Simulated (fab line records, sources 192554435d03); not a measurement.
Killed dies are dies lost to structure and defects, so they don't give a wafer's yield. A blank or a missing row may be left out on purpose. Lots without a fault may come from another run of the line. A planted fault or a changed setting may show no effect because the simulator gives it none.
fab line records | flow n5_finfet
record lots=11 wafers=32 last_day=19
route steps=1938 shown HKMG_FIN@388 BEOL_M4@1089
lots that met no fault: from a run of the same line without faults
start_h: hours from the record's first day to the start of the lot's first wafer shown | wait_h: hours since the lot's step before | " the same as in the row above | L1.1+2: a row that stands for several wafers | - no value, or no start given | * or withheld: withheld | < > ~ a bound
route shown NAME@n: a module of which the file shows steps, and the number in the route of the first | usual: mean/standard deviation of fault-free wafers | same: alike in all rows | chamber/n: place in a boat | sites: the reading at each site | _std_site: their standard deviation | _edge_site: outer sites' mean less inner sites' | radius_mm: how far each site lies from the wafer's centre | mask NAME#n: copy n | behind: the tool/chamber that last shaped the wafer | hold: why the lot was held/for how many hours/how that ended | device: the transistor (n, p or np) that didn't switch | end of line: the same wafers' tests at the end of the route | a step without rows: its recipe alone | killed: dies lost to structure and defects at the first sort, not the wafer's yield | map: a wafer's dies, x killed, . not, _ none there
set.NAME: the setting as run; set.NAME@STEP: as run at that earlier step | model.NAME: the simulator's own value behind a step, which no gauge read
steps of the route over a sample of lots; a table a step, a row a wafer
services: from which hour (start_h, from the record's first day; less than 0 if before it) a tool's chamber was out of use, for how many hours, and why
## steps
# step N5_HKMG_FIN_ALD_74
# recipe material=La2O3 target_thk_a=5 temp_c=250 ald_precursor_family=La-Cp ald_co_reactant=O3 pulse_time_s=6 co_reactant_pulse_time_s=1 purge_time_s=3 co_reactant_purge_time_s=3
# usual heater_power_w=346/29 precursor_pulse_height_rel=0.998/0.02
# columns lot.wafer tool chamber start_h wait_h heater_power_w precursor_pulse_height_rel
L241.1 ald_hk-03 2 74.11 0.2 367 0.989
L241.3 " 0 " " 367 0.975
L241.6 " 2 " " 365 0.998
L244.1 ald_hk-02 1 89.63 0.2 354 0.987
L244.4 " 0 " " 352 0.998
L244.5 " 3 " " 337 1.008
L246.1 ald_hk-03 1 105.88 0.2 305 1.012
L246.4 " 3 " " 387 1.044
L246.6 " 1 " " 304 1.014
L247.1 ald_hk-03 1 110.97 0.2 297 0.974
L247.4 " 3 " " 380 0.999
L247.6 " 2 " " 368 0.991
L248.1 ald_hk-03 3 117.11 0.2 385 0.973
L248.3 " 2 " " 375 0.994
L248.4 " 0 " " 363 0.979
L249.3 ald_hk-01 0 127.82 0.1 316 1.037
L249.4 " 3 " " 279 0.983
L249.6 " 3 " " 275 1.046
L252.2 ald_hk-03 0 144.66 0.2 353 1.010
L252.3 " 3 " " 368 0.976
L260.1 ald_hk-02 1 188.93 0.2 357 0.972
L260.4 " 3 " " 342 0.996
L260.6 " 2 " " 333 0.960
L261.1 ald_hk-01 1 195.30 0.2 377 0.985
L261.2 " 3 " " 292 0.955
L261.5 " 2 " " 329 0.984
L262.2 ald_hk-03 1 198.21 0.3 306 1.006
L262.5 " 1 " " 297 0.980
L262.6 " 2 " " 364 0.983
L264.2 ald_hk-02 1 211.81 0.2 354 1.004
L264.3 " 2 " " 355 1.014
L264.6 " 1 " " 356 1.031
# step N5_BEOL_M4_ANNEAL_82
# recipe temp_c=400 time_s=240 ambient=vacuum
# usual heater_power_w=787/91
# columns lot.wafer tool chamber start_h wait_h heater_power_w
L241.1 pvd_sputter-01 - 207.55 0.0 742
L241.3 " - " " 876
L241.6 " - " " 744
L244.1 pvd_sputter-02 - 236.77 0.0 696
L244.4 " - " " 703
L244.5 " - " " 694
L246.1 pvd_sputter-01 - 245.73 0.0 791
L246.4 " - " " 866
L246.6 " - " " 793
L247.1 pvd_sputter-01 - 258.09 0.0 865
L247.4 " - " " 718
L247.6 " - " " 859
L248.1 pvd_sputter-02 - 267.20 0.0 709
L248.3 " - " " 717
L248.4 " - " " 819
L249.3 pvd_sputter-02 - 270.60 0.0 718
L249.4 " - " " 817
L249.6 " - " " 699
L252.2 pvd_sputter-03 - 284.23 0.0 704
L252.3 " - " " 714
L260.1 pvd_sputter-03 - 333.09 0.0 685
L260.4 " - " " 660
L260.6 " - " " 858
L261.1 pvd_sputter-03 - 336.09 0.0 690
L261.2 " - " " 854
L261.5 " - " " 850
L262.2 pvd_sputter-02 - 341.57 0.0 960
L262.5 " - " " 795
L262.6 " - " " 696
L264.2 pvd_sputter-01 - 347.02 0.0 909
L264.3 " - " " 877
L264.6 " - " " 731
# step N5_BEOL_M4_ANNEAL_93
# recipe temp_c=400 time_s=240 ambient=vacuum
# usual heater_power_w=789/93
# columns lot.wafer tool chamber start_h wait_h heater_power_w
L241.1 pvd_sputter-01 - 208.43 0.0 730
L241.3 " - " " 892
L241.6 " - " " 731
L244.1 pvd_sputter-02 - 237.65 0.0 718
L244.4 " - " " 699
L244.5 " - " " 706
L246.1 pvd_sputter-01 - 246.61 0.0 814
L246.4 " - " " 892
L246.6 " - " " 788
L247.1 pvd_sputter-01 - 258.97 0.0 883
L247.4 " - " " 737
L247.6 " - " " 860
L248.1 pvd_sputter-02 - 268.08 0.0 708
L248.3 " - " " 711
L248.4 " - " " 831
L249.3 pvd_sputter-02 - 271.48 0.0 717
L249.4 " - " " 805
L249.6 " - " " 702
L252.2 pvd_sputter-03 - 285.11 0.0 697
L252.3 " - " " 714
L260.1 pvd_sputter-03 - 333.97 0.0 671
L260.4 " - " " 666
L260.6 " - " " 881
L261.1 pvd_sputter-03 - 336.97 0.0 675
L261.2 " - " " 880
L261.5 " - " " 855
L262.2 pvd_sputter-02 - 342.45 0.0 980
L262.5 " - " " 804
L262.6 " - " " 681
L264.2 pvd_sputter-01 - 347.90 0.0 876
L264.3 " - " " 894
L264.6 " - " " 725
# step N5_BEOL_M4_PRE_CLEAN_60
# recipe gas=NH3/H2 time_s=15 temp_c=* rf_power_w=300
# usual heater_power_w=72/13
# columns lot.wafer tool chamber start_h wait_h heater_power_w
L241.1 cvd_co-01 2 209.61 0.0 58
L241.3 " 0 " " 59
L241.6 " 1 " " 78
L244.1 cvd_co-01 0 238.85 0.0 60
L244.4 " 0 " " 58
L244.5 " 1 " " 79
L246.1 cvd_co-01 0 247.79 0.0 59
L246.4 " 2 " " 59
L246.6 " 1 " " 78
L247.1 cvd_co-01 1 260.15 0.0 78
L247.4 " 0 " " 60
L247.6 " 1 " " 80
L248.1 cvd_co-01 0 269.71 0.2 60
L248.3 " 2 " " 58
L248.4 " 2 " " 60
L249.3 cvd_co-02 2 272.66 0.0 84
L249.4 " 0 " " 65
L249.6 " 2 " " 85
L252.2 cvd_co-02 1 286.30 0.0 91
L252.3 " 0 " " 65
L260.1 cvd_co-02 2 335.52 0.1 85
L260.4 " 0 " " 67
L260.6 " 1 " " 90
L261.1 cvd_co-01 2 338.36 0.0 60
L261.2 " 0 " " 61
L261.5 " 2 " " 61
L262.2 cvd_co-01 0 343.83 0.0 60
L262.5 " 2 " " 60
L262.6 " 0 " " 58
L264.2 cvd_co-01 0 349.09 0.0 59
L264.3 " 2 " " 60
L264.6 " 0 " " 58
# step N5_BEOL_M4_RC_MEAS_101
# usual DIBL_N=35.8/1.7 DIBL_P=35.3/2 IOFF_N=0.150/0.026 IOFF_P=0.194/0.029 ION_N=667/11 ION_P=456/7.1 SS_N=71.4/0.65 SS_P=73.1/0.64 VT_N=251/3 VT_N_LVT=99/3.1 VT_P=-252/3.2 VT_P_LONG=-276.3/2.6
# columns lot.wafer tool chamber start_h wait_h DIBL_N[mV/V] DIBL_P[mV/V] IOFF_N[nA/um] IOFF_P[nA/um] ION_N[uA/um] ION_P[uA/um] SS_N[mV/dec] SS_P[mV/dec] VT_N[mV] VT_N_LVT[mV] VT_P[mV] VT_P_LONG[mV]
L241.1 prober-01 0 209.88 0.0 36.5 36.8 0.156 0.193 678 461 72.2 73.0 253 97 -252 -276.2
L241.3 " 0 " " 32.5 32.0 0.103 0.136 649 447 70.9 71.8 258 103 -258 -278.4
L241.6 " 0 " " 35.6 36.5 0.150 0.190 675 466 71.2 74.1 250 98 -254 -277.1
L244.1 prober-02 0 239.13 0.0 36.3 39.2 0.181 0.208 679 459 71.7 73.6 248 94 -252 -279.6
L244.4 " 0 " " 35.5 38.0 0.148 0.189 659 453 72.0 73.9 249 99 -253 -277.1
L244.5 " 0 " " 35.1 37.0 0.158 0.186 675 458 71.8 72.7 252 96 -253 -279.2
L246.1 prober-02 0 248.07 0.0 33.9 32.9 0.125 0.150 669 448 71.4 72.4 255 101 -255 -273.9
L246.4 " 0 " " 31.8 31.0 0.097 0.135 644 443 69.8 72.2 256 105 -257 -276.8
L246.6 " 0 " " 34.2 33.7 0.125 0.157 662 453 71.0 72.5 253 101 -254 -275.9
L247.1 prober-02 0 260.43 0.0 34.8 34.4 0.118 0.165 659 450 70.4 72.9 254 104 -255 -275.5
L247.4 " 0 " " 35.6 35.2 0.126 0.167 649 448 71.1 72.2 254 102 -256 -280.6
L247.6 " 0 " " 34.6 33.4 0.110 0.152 638 445 70.9 72.4 257 106 -259 -279.3
L248.1 prober-02 0 269.99 0.0 34.0 35.8 0.141 0.208 676 468 70.9 72.7 250 99 -249 -273.1
L248.3 " 0 " " 32.6 33.2 0.123 0.172 667 458 70.8 71.9 251 101 -251 -274.7
L248.4 " 0 " " 36.1 38.3 0.184 0.250 680 468 71.3 73.2 247 95 -243 -273.5
L249.3 prober-01 0 273.25 0.3 36.8 35.8 0.160 0.220 670 466 71.6 73.3 251 100 -246 -273.1
L249.4 " 0 " " 36.0 34.6 0.148 0.216 672 463 71.1 73.3 250 102 -245 -273.9
L249.6 " 0 " " 36.3 36.0 0.154 0.232 666 463 71.7 73.3 250 101 -246 -271.6
L252.2 prober-02 0 286.73 0.2 37.4 38.0 0.163 0.148 681 444 70.8 73.6 250 86 -261 -288.8
L252.3 " 0 " " 32.9 32.1 0.104 0.162 668 461 70.4 72.0 254 104 -252 -272.6
L260.1 prober-01 0 335.82 0.0 36.1 35.1 0.165 0.231 666 467 71.9 72.7 245 96 -246 -271.2
L260.4 " 0 " " 38.2 36.6 0.209 0.262 691 470 71.8 73.3 243 93 -244 -268.7
L260.6 " 0 " " 34.3 31.9 0.121 0.186 652 458 70.9 72.6 251 103 -251 -271.6
L261.1 prober-01 0 338.72 0.0 33.6 33.6 0.139 0.173 664 454 70.7 72.6 250 95 -253 -279.8
L261.2 " 0 " " 33.7 32.3 0.123 0.147 652 452 70.9 71.9 254 100 -257 -280.9
L261.5 " 0 " " 33.3 32.0 0.122 0.149 652 445 70.9 72.5 251 99 -256 -279.6
L262.2 prober-01 0 344.32 0.2 34.3 34.8 0.117 0.170 668 463 70.9 73.4 255 101 -253 -276.7
L262.5 " 0 " " 36.6 37.6 0.153 0.217 666 458 71.9 73.2 253 101 -251 -277.8
L262.6 " 0 " " 34.5 35.9 0.129 0.184 674 463 71.3 73.1 252 100 -253 -278.7
L264.2 prober-02 0 349.58 0.2 36.4 37.8 0.167 0.192 676 457 71.4 73.8 247 93 -252 -281.2
L264.3 " 0 " " 32.1 30.6 0.103 0.114 649 443 70.6 71.6 255 101 -260 -279.7
L264.6 " 0 " " 38.1 38.0 0.195 0.186 674 452 72.7 73.5 247 94 -255 -278.9
## services
# columns tool chamber start_h hours kind
cvd_co-02 - 50.56 0.3 repair
ald_hk-01 - 55.28 1.2 repair
ald_hk-01 - 61.57 4.3 pm
cvd_co-01 0 68.05 6.5 repair
pvd_sputter-03 - 89.04 0.6 repair
cvd_co-02 1 114.67 - clean
cvd_co-02 1 114.67 22.0 scheduled_down
cvd_co-02 1 114.67 22.0 vent_cycle
cvd_co-02 0 122.66 6.9 repair
cvd_co-02 2 123.80 9.2 repair
cvd_co-01 - 134.37 2.8 pm
cvd_co-01 - 139.01 6.9 pm
ald_hk-02 - 140.78 2.8 pm
ald_hk-01 - 143.93 1.6 repair
cvd_co-02 - 217.85 0.5 repair
pvd_sputter-02 - 228.43 5.9 repair
cvd_co-02 - 311.30 0.4 repair
cvd_co-01 1 333.33 - clean
cvd_co-01 1 333.33 22.0 scheduled_down
cvd_co-01 1 333.33 22.0 vent_cycle
## key
first_sign step=N5_BEOL_M4_RC_MEAS_101 reading=VT_P_LONG direction=down sigmas=4.9 usual=-276.3 struck=-288.8
effect step=N5_BEOL_M4_RC_MEAS_101 reading=VT_N_LVT direction=down sigmas=4.1 usual=99 struck=86
met_at N5_HKMG_FIN_ALD_74
struck_lots L252
struck_wafers L252.2
not_acting_at N5_BEOL_M4_ANNEAL_82,N5_BEOL_M4_ANNEAL_93,N5_BEOL_M4_PRE_CLEAN_60
onset_between 117.11 144.66
fault kind=process_parameter_drift tool=ald_hk-03 chamber=- onset_h=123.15 steps=N5_HKMG_FIN_ALD_74 channel=target_thk_a offset=* shape=step end_h=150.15 scope=struck_wafers_only acts_in=* stated=*
